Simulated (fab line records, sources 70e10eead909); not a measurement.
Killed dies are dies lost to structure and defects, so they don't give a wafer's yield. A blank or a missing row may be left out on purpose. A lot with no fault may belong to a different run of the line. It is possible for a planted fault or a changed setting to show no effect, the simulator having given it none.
Struck lot and sound lot, side by side | flow nand_harc | 14 out of 1159 route steps
Sound: these wafers, L368.1, L368.2, L368.5. Wafers struck: L360.1, L360.5, L360.6. Last of all comes the cause.
At each step with rows: each side's tool, then ch and its chambers, then its first start. Under that, the readings that differ: sound wafers | struck wafers | difference of the means | sigmas: that difference in standard deviations of wafers without a fault.
alike: a reading whose means differ by less than 2 such deviations, as well as words and numbers matching on both sides. not compared: withheld readings; readings where some wafer has no value; bounds like >300 that might hide an equal value; numbers whose values overlap and for which the record gives no deviation.
The two part at a step that has a row with sigmas, a row that says differs or no value, or rows on one side only. Numbers that have no deviation but don't overlap get no sigmas and don't part them. Lack of a reading on every wafer of one side parts them only where that side has two or more wafers.

first, 1 step without rows for these wafers: NHARC_A_STAIRCASE_HARDBAKE_311 (time 140 s).
NHARC_A_STAIRCASE_DESCUM_312: chemistry O2, time 3 s.
  sound on rie_diel-02 ch 0,1,3, day 15 12:58; struck on rie_diel-11 ch 0,1,3, day 13 21:01
  reading                | sound                | struck               | difference | sigmas
  throttle_valve_pct (%) | 11.305 11.306 11.293 | 11.315 11.327 11.325 | +0.021     | +2
  alike: drypump_motor_current_A, oes_product_au, rf_vpp_V, showerhead_plenum_p_Torr
  not compared: rf_hours_counter_h
NHARC_A_STAIRCASE_ETCH_313: etches the open film in CF4/CHF3.
  sound on rie_diel-02 ch 1,3, day 15 13:03; struck on rie_diel-11 ch 0,3, day 13 21:08
  alike: drypump_motor_current_A, oes_product_au, rf_vpp_V, showerhead_plenum_p_Torr, throttle_valve_pct
  not compared: rf_hours_counter_h
NHARC_A_STAIRCASE_HM_OPEN_463: chemistry O2/COS.
  sound on rie_diel-02 ch 1,2,3; struck on rie_diel-11 ch 0,1,3
  alike: drypump_motor_current_A, oes_product_au, rf_vpp_V, showerhead_plenum_p_Torr, throttle_valve_pct
  not compared: rf_hours_counter_h
then, 1 step without rows for these wafers: NHARC_A_STAIRCASE_STRIP_464 (strips in O2/COS).
NHARC_A_STAIRCASE_ETCH_453: etches the open film in CF4/O2, target depth 30 nm, overetch 3 nm, time 16.5 s.
  sound on rie_diel-02 ch 1,3; struck on rie_diel-11 ch 1,2,3
  alike: drypump_motor_current_A, oes_product_au, rf_vpp_V, showerhead_plenum_p_Torr, throttle_valve_pct
  not compared: rf_hours_counter_h
then, 1 step without rows for these wafers: NHARC_A_STAIRCASE_ETCH_315 (etches the open film in C4F8/O2/Ar, target depth 2500 nm, time 607.1 s).
NHARC_A_STAIRCASE_STRIP_316: strips in O2.
  sound on rie_diel-02 ch 0,1,2; struck on rie_diel-11 ch 0,2,3
  alike: drypump_motor_current_A, oes_product_au, rf_vpp_V, showerhead_plenum_p_Torr, throttle_valve_pct
  not compared: rf_hours_counter_h
then, 3 steps without rows for these wafers: NHARC_A_STAIRCASE_STRIP_317 (strips in SPM, time 900 s); NHARC_A_STAIRCASE_PRECLEAN_318 (cleans in SC1); NHARC_A_STAIRCASE_SRD_329.
NHARC_A_STAIRCASE_ALD_415: deposits SiO2, target thk 30 nm, pulse time 6 s, ald cycles 300.
  sound on ald_hk-01 ch 1,3, day 15 14:50; struck on ald_hk-04 ch 1,2, day 13 23:20
  no value came back on the struck wafers for ald_cycles, heater_power_outer_w (W), heater_power_w (W), precursor_pulse_height_rel; on the sound wafers ald_cycles reads 300 300 300
  not compared: since_wet_clean_h
then, 1 step without rows for these wafers: NHARC_A_STAIRCASE_ETCHBACK_416 (etches the open film in C4F8/O2/Ar, target depth 36 nm, time 7.2 s).
-- jump in the record: it breaks off in module A_STAIRCASE and resumes in module END (first step shown: number 1159 of the route), and 8 days separate the struck wafers' starts before and after --
NHARC_END_SORT_01:
  at this point the record logs the struck wafers (prober-02 ch 0, day 21 19:41) and has no rows for the sound ones

## WHERE THEY PART
First at NHARC_A_STAIRCASE_DESCUM_312; last, within this record, at NHARC_END_SORT_01.

WHY: the cause the simulator had injected
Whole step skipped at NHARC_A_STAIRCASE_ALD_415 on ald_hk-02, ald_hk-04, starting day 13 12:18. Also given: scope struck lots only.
